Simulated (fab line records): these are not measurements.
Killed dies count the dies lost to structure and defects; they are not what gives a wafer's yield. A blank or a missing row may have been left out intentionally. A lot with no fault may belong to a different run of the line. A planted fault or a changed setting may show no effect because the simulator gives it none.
fab line records	flow n5_finfet
record: lots: 12	wafers: 33	last_day: 17
route steps=1938 shown WELL_APT@21 PMOS_HMC_CHANNEL_EPI@65 BEOL_M4@1111
lots with no fault: from the same line, run without faults
start_h: start of the lot's first displayed wafer, in hours after the record's first day	wait_h: how many hours have passed since the lot's step before this one	" unchanged from the row above	L1.1+2: a single row standing in for several wafers	- no value, or no start was given	* or withheld: withheld	< > ~ a bound
route shown NAME@n: NAME is a module with steps in the file, n the number in the route of the first one	usual: mean and standard deviation over wafers with no fault	same: alike in all rows	chamber/n: place in a boat	sites: per-site readings	_std_site: the values' standard deviation	_edge_site: inner sites' mean taken away from outer sites' mean	radius_mm: for every site, how far away it sits from the centre of the wafer	mask NAME#n: copy n	behind: tool/chamber where the wafer was last shaped	hold: why the lot was held/for how many hours/how that ended	device: names the non-switching transistor (n, p or np)	end of line: tests run on the same wafers once the route is complete	where a step has no rows: the recipe by itself	killed: dies that structure and defects cost at the first sort, which is not the same as the wafer's yield	map: dies across one wafer; x = killed, . = not, _ = none there
set.NAME: the setting as run; set.NAME@STEP: as run at that earlier step	model.NAME: the simulator's own value behind a step, which no gauge read
the route's steps for a sample of lots (tables are steps, rows are wafers)
services: the hour from which a tool's chamber was out of use, counted from the record's first day as start_h (under 0 if before that day), plus the number of hours and why
== steps ==
step: N5_WELL_APT_COAT_02
recipe: spin_rpm: 1357	resist_thk_nm: 950
usual: spin_speed_rpm: 1357.0/1
lot.wafer	tool	chamber	start_h	wait_h	spin_speed_rpm
L122.1	litho_track-04	0	13.41	-	1356.7
L122.2	"	0	"	"	1358.2
L123.2	litho_track-02	0	19.75	-	1356.6
L123.3	"	0	"	"	1356.1
L123.6	"	0	"	"	1356.8
L125.2	litho_track-02	0	31.48	-	1358.3
L125.3	"	0	"	"	1358.6
L125.6	"	0	"	"	1358.6
L126.1	litho_track-02	0	37.42	-	1357.8
L126.2	"	0	"	"	1357.7
L126.5	"	0	"	"	1357.6
L128.1	litho_track-03	0	49.42	-	1356.8
L128.2	"	0	"	"	1356.5
L128.6	"	0	"	"	1357.5
L129.3	litho_track-03	0	55.64	-	1358.7
L129.4	"	0	"	"	1355.1
L131.4	litho_track-04	0	67.48	-	1355.5
L131.5	"	0	"	"	1358.0
L131.6	"	0	"	"	1358.1
L134.2	litho_track-04	0	85.49	-	1436.8
L134.4	"	0	"	"	1436.4
L134.6	"	0	"	"	1436.5
L135.1	litho_track-04	0	91.51	-	1435.6
L135.3	"	0	"	"	1435.2
L135.6	"	0	"	"	1435.6
L136.1	litho_track-03	0	97.29	-	1356.7
L136.5	"	0	"	"	1355.7
L136.6	"	0	"	"	1356.8
L144.3	litho_track-03	0	145.29	-	1358.1
L144.6	"	0	"	"	1356.1
L145.1	litho_track-02	0	151.33	-	1357.0
L145.3	"	0	"	"	1357.9
L145.4	"	0	"	"	1357.0
step: N5_PMOS_HMC_CHANNEL_EPI_CD_MEAS_09
recipe: target_cd_nm: 237.4	landing_energy_ev: 500	detector: se_inlens
usual: cd_nm: 237.3/1.1
lot.wafer	tool	chamber	start_h	wait_h	cd_nm
L122.1	cd_sem-01	0	17.22	-	236.2
L122.2	"	0	"	"	236.4
L123.2	cd_sem-03	0	23.83	-	235.7
L123.3	"	0	"	"	237.2
L123.6	"	0	"	"	237.4
L125.2	cd_sem-03	0	35.42	-	237.1
L125.3	"	0	"	"	237.6
L125.6	"	0	"	"	236.9
L126.1	cd_sem-01	0	41.65	-	237.5
L126.2	"	0	"	"	238.8
L126.5	"	0	"	"	238.2
L128.1	cd_sem-02	0	53.33	-	239.9
L128.2	"	0	"	"	235.4
L128.6	"	0	"	"	237.2
L129.3	cd_sem-01	0	59.24	-	238.1
L129.4	"	0	"	"	238.0
L131.4	cd_sem-03	0	71.79	-	237.1
L131.5	"	0	"	"	238.0
L131.6	"	0	"	"	237.5
L134.2	cd_sem-02	0	89.70	-	236.2
L134.4	"	0	"	"	236.5
L134.6	"	0	"	"	235.8
L135.1	cd_sem-02	0	95.89	-	238.9
L135.3	"	0	"	"	238.4
L135.6	"	0	"	"	238.4
L136.1	cd_sem-01	0	101.12	-	238.5
L136.5	"	0	"	"	239.1
L136.6	"	0	"	"	237.9
L144.3	cd_sem-02	0	148.87	-	236.4
L144.6	"	0	"	"	237.8
L145.1	cd_sem-02	0	155.95	-	236.0
L145.3	"	0	"	"	236.2
L145.4	"	0	"	"	235.5
step: N5_PMOS_HMC_CHANNEL_EPI_FIN_RECESS_16
recipe: chemistry: HBr/Cl2	target: Si	mask_material: SiO2	target_depth_a: 540	time_s: 18	pressure_mtorr: 10	icp_w: 800	bias_w: 75	HBr_flow_sccm: 150	Cl2_flow_sccm: 80
usual: chamber_pressure_mTorr: 9.999/0.0085	drypump_motor_current_A: 5.5/0.36	oes_product_au: 1.004/0.015	throttle_valve_pct: 35.6/0.34
lot.wafer	tool	chamber	start_h	wait_h	chamber_pressure_mTorr	drypump_motor_current_A	oes_product_au	rf_hours_counter_h	throttle_valve_pct
L122.1	rie_si-05	1	17.77	0.0	9.992	6.2	1.023	93	35.6
L122.2	"	2	"	"	10.004	5.2	0.992	43	36.0
L123.2	rie_si-03	0	24.38	0.0	9.992	5.0	1.012	3	34.8
L123.3	"	3	"	"	10.002	5.6	1.013	147	35.5
L123.6	"	2	"	"	9.998	5.5	1.015	-	36.1
L125.2	rie_si-05	1	35.97	0.0	10.000	6.3	1.016	93	35.5
L125.3	"	3	"	"	9.984	5.6	1.022	4	35.9
L125.6	"	0	"	"	9.998	5.0	0.999	-	35.6
L126.1	rie_si-03	1	42.20	0.0	10.008	5.3	0.990	121	35.3
L126.2	"	3	"	"	9.998	5.5	1.004	148	35.5
L126.5	"	2	"	"	10.007	5.5	1.019	-	36.1
L128.1	rie_si-01	1	53.88	0.0	10.005	5.8	1.022	183	35.5
L128.2	"	0	"	"	9.998	5.6	0.967	79	35.6
L128.6	"	0	"	"	9.997	5.6	0.973	-	35.5
L129.3	rie_si-05	1	59.78	0.0	10.012	6.2	1.011	94	35.5
L129.4	"	2	"	"	10.001	5.2	0.997	44	35.9
L131.4	rie_si-01	2	72.35	0.0	10.012	6.0	1.007	1	35.9
L131.5	"	1	"	"	9.995	5.8	1.008	-	35.5
L131.6	"	0	"	"	9.987	5.6	0.985	-	35.5
L134.2	rie_si-03	1	90.25	0.0	10.004	5.4	1.000	122	35.3
L134.4	"	0	"	"	10.007	5.1	1.009	4	34.8
L134.6	"	2	"	"	9.997	5.5	1.004	-	36.1
L135.1	rie_si-05	1	96.44	0.0	9.997	6.3	1.005	94	35.6
L135.3	"	0	"	"	9.990	5.0	0.991	86	35.6
L135.6	"	2	"	"	9.992	5.2	0.999	-	36.0
L136.1	rie_si-03	2	101.67	0.0	9.988	5.5	1.014	8	36.1
L136.5	"	3	"	"	10.001	5.5	1.013	-	35.4
L136.6	"	0	"	"	9.992	5.0	0.999	-	34.8
L144.3	rie_si-01	2	149.59	0.0	10.006	6.0	0.996	2	36.0
L144.6	"	1	"	"	9.989	5.8	1.009	-	35.5
L145.1	rie_si-03	3	156.49	0.0	10.003	5.5	1.007	150	35.4
L145.3	"	0	"	"	9.982	5.1	1.002	6	34.8
L145.4	"	1	"	"	10.005	5.4	0.987	123	35.3
step: N5_PMOS_HMC_CHANNEL_EPI_CMP_21
recipe: material: SiGe30	post_cmp_clean: alkaline_brush	target_thk_nm: 54
usual: motor_current_A: 12.6/1.7
lot.wafer	tool	chamber	start_h	wait_h	motor_current_A
L122.2	cmp-03	0	19.27	0.0	12.3
L122.1	"	2	"	"	11.1
L123.3	cmp-02	1	26.56	0.7	13.8
L123.2	"	0	"	"	11.3
L123.6	"	2	"	"	13.3
L125.2	cmp-04	3	37.89	0.0	15.2
L125.3	"	1	"	"	12.6
L125.6	"	3	"	"	14.9
L126.1	cmp-04	0	43.70	0.0	13.9
L126.2	"	2	"	"	13.2
L126.5	"	0	"	"	14.6
L128.2	cmp-03	1	55.42	0.1	15.9
L128.1	"	3	"	"	11.0
L128.6	"	0	"	"	11.6
L129.3	cmp-02	3	61.32	0.1	11.0
L129.4	"	0	"	"	11.1
L131.4	cmp-02	0	73.93	0.1	10.9
L131.6	"	2	"	"	13.4
L131.5	"	3	"	"	10.9
L134.4	cmp-02	0	91.79	0.1	10.7
L134.2	"	2	"	"	11.9
L134.6	"	3	"	"	11.3
L135.1	cmp-03	1	97.98	0.1	15.1
L135.3	"	3	"	"	11.3
L135.6	"	1	"	"	17.0
L136.1	cmp-03	1	103.17	0.0	16.4
L136.6	"	1	"	"	15.5
L136.5	"	2	"	"	10.7
L144.3	cmp-02	2	151.22	0.1	12.4
L144.6	"	0	"	"	11.0
L145.3	cmp-02	3	158.44	0.1	11.9
L145.4	"	0	"	"	10.9
L145.1	"	1	"	"	13.8
step: N5_BEOL_M4_RC_MEAS_101
usual: DIBL_N: 36.3/1.6	DIBL_P: 36.2/2	IOFF_N: 0.160/0.028	IOFF_P: 0.21/0.036	ION_N: 677/11	ION_P: 465/6.9	SS_N: 71.5/0.55	SS_P: 73.3/0.64	VT_N: 250/3	VT_P: -250/3.5
lot.wafer	tool	chamber	start_h	wait_h	DIBL_N[mV/V]	DIBL_P[mV/V]	IOFF_N[nA/um]	IOFF_P[nA/um]	ION_N[uA/um]	ION_P[uA/um]	SS_N[mV/dec]	SS_P[mV/dec]	VT_N[mV]	VT_P[mV]
L122.1	prober-01	0	164.88	0.0	40.7	40.5	0.246	0.30	688	472	71.9	73.7	243	-246
L122.2	"	0	"	"	39.1	38.7	0.186	0.25	671	466	72.2	74.2	247	-248
L123.2	prober-02	0	168.04	0.2	35.3	35.1	0.145	0.20	682	464	70.8	72.4	250	-248
L123.3	"	0	"	"	36.1	35.6	0.159	0.21	679	471	70.7	72.5	248	-247
L123.6	"	0	"	"	36.5	36.0	0.167	0.22	675	462	70.7	72.9	249	-251
L125.2	prober-01	0	193.52	0.2	37.0	35.5	0.146	0.23	678	464	71.7	72.9	249	-247
L125.3	"	0	"	"	38.2	37.4	0.175	0.26	678	474	71.3	73.4	247	-245
L125.6	"	0	"	"	39.1	37.2	0.185	0.27	683	467	72.3	73.3	247	-243
L126.1	prober-01	0	200.16	0.0	33.3	33.7	0.114	0.15	660	456	70.6	72.6	256	-255
L126.2	"	0	"	"	34.5	34.8	0.136	0.17	679	470	70.5	72.8	255	-252
L126.5	"	0	"	"	34.5	33.9	0.139	0.16	669	457	71.2	73.1	252	-254
L128.1	prober-01	0	204.48	0.0	37.1	36.7	0.159	0.21	679	467	72.0	73.0	250	-252
L128.2	"	0	"	"	37.2	35.5	0.166	0.20	671	459	72.2	72.8	247	-250
L128.6	"	0	"	"	36.6	35.7	0.150	0.19	683	461	71.2	72.2	249	-250
L129.3	prober-01	0	209.69	0.3	37.7	40.4	0.219	0.27	702	478	71.6	74.7	243	-248
L129.4	"	0	"	"	35.0	36.8	0.160	0.20	675	459	71.2	72.7	250	-252
L131.4	prober-01	0	231.14	0.5	37.8	38.9	0.187	0.29	684	478	71.4	73.6	246	-243
L131.5	"	0	"	"	38.0	39.1	0.190	0.29	688	479	72.1	73.4	248	-243
L131.6	"	0	"	"	37.6	38.2	0.177	0.27	673	469	71.1	73.6	248	-244
L134.2	prober-02	0	240.42	0.2	37.0	34.4	0.143	0.18	663	460	71.6	73.0	253	-253
L134.4	"	0	"	"	35.0	33.2	0.127	0.17	668	463	70.7	72.5	253	-256
L134.6	"	0	"	"	35.2	32.7	0.130	0.16	673	459	71.0	72.9	254	-257
L135.1	prober-01	0	242.18	0.0	37.0	36.9	0.165	0.19	680	460	72.2	73.3	249	-254
L135.3	"	0	"	"	36.2	37.5	0.169	0.20	685	469	71.6	73.2	251	-252
L135.6	"	0	"	"	37.1	37.5	0.171	0.20	691	471	72.1	74.1	249	-256
L136.1	prober-01	0	245.65	0.0	37.1	37.1	0.172	0.22	685	467	71.9	73.7	251	-254
L136.5	"	0	"	"	36.4	36.7	0.171	0.21	678	462	72.1	73.8	249	-251
L136.6	"	0	"	"	37.3	37.1	0.188	0.21	676	463	71.7	73.6	249	-252
L144.3	prober-01	0	306.05	0.3	36.7	35.4	0.172	0.21	682	463	71.5	73.3	247	-250
L144.6	"	0	"	"	35.5	34.4	0.151	0.20	684	465	71.0	73.7	246	-248
L145.1	prober-02	0	309.49	0.0	36.5	36.4	0.155	0.19	671	453	72.0	73.5	250	-254
L145.3	"	0	"	"	35.6	35.2	0.144	0.16	678	456	71.4	73.4	251	-257
L145.4	"	0	"	"	36.0	35.8	0.139	0.17	670	452	71.6	73.5	249	-253
== services ==
tool	chamber	start_h	hours	kind
rie_si-01	2	19.34	-	clean
rie_si-01	2	19.34	-	consumable_replace:focus_ring
rie_si-01	2	19.34	13.0	scheduled_down
rie_si-01	2	19.34	13.0	vent_cycle
cmp-04	-	24.01	3.5	pm
cmp-03	-	25.54	1.7	repair
cmp-04	-	33.55	4.0	pm
cmp-04	-	37.55	-	consumable_replace:conditioner
cmp-04	-	37.55	-	consumable_replace:pad
cmp-03	-	60.29	2.4	repair
cmp-04	-	65.15	1.1	repair
cmp-04	-	66.86	3.5	repair
litho_track-04	-	79.33	-	consumable_replace:filter
cmp-03	-	92.18	1.3	repair
cmp-03	-	96.87	0.2	repair
cmp-04	-	113.36	4.7	pm
cmp-03	-	121.05	4.0	pm
cmp-03	-	125.05	-	consumable_replace:conditioner
cmp-03	-	125.05	-	consumable_replace:pad
cmp-03	-	158.33	3.9	pm
== key ==
first_sign: step: N5_WELL_APT_COAT_02	reading: spin_speed_rpm	direction: up	sigmas: 78	usual: *	struck: *
effect none on later readings
met_at N5_WELL_APT_COAT_02
struck_lots L134,L135
not_acting_at N5_PMOS_HMC_CHANNEL_EPI_CD_MEAS_09,N5_PMOS_HMC_CHANNEL_EPI_FIN_RECESS_16,N5_PMOS_HMC_CHANNEL_EPI_CMP_21
onset_between 67.48 85.49
fault: kind: process_parameter_drift	tool: litho_track-04	chamber: -	onset_h: 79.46	steps: N5_WELL_APT_COAT_02	channel: spin_rpm	offset: *	shape: step	end_h: 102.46	acts_in: *	stated: *
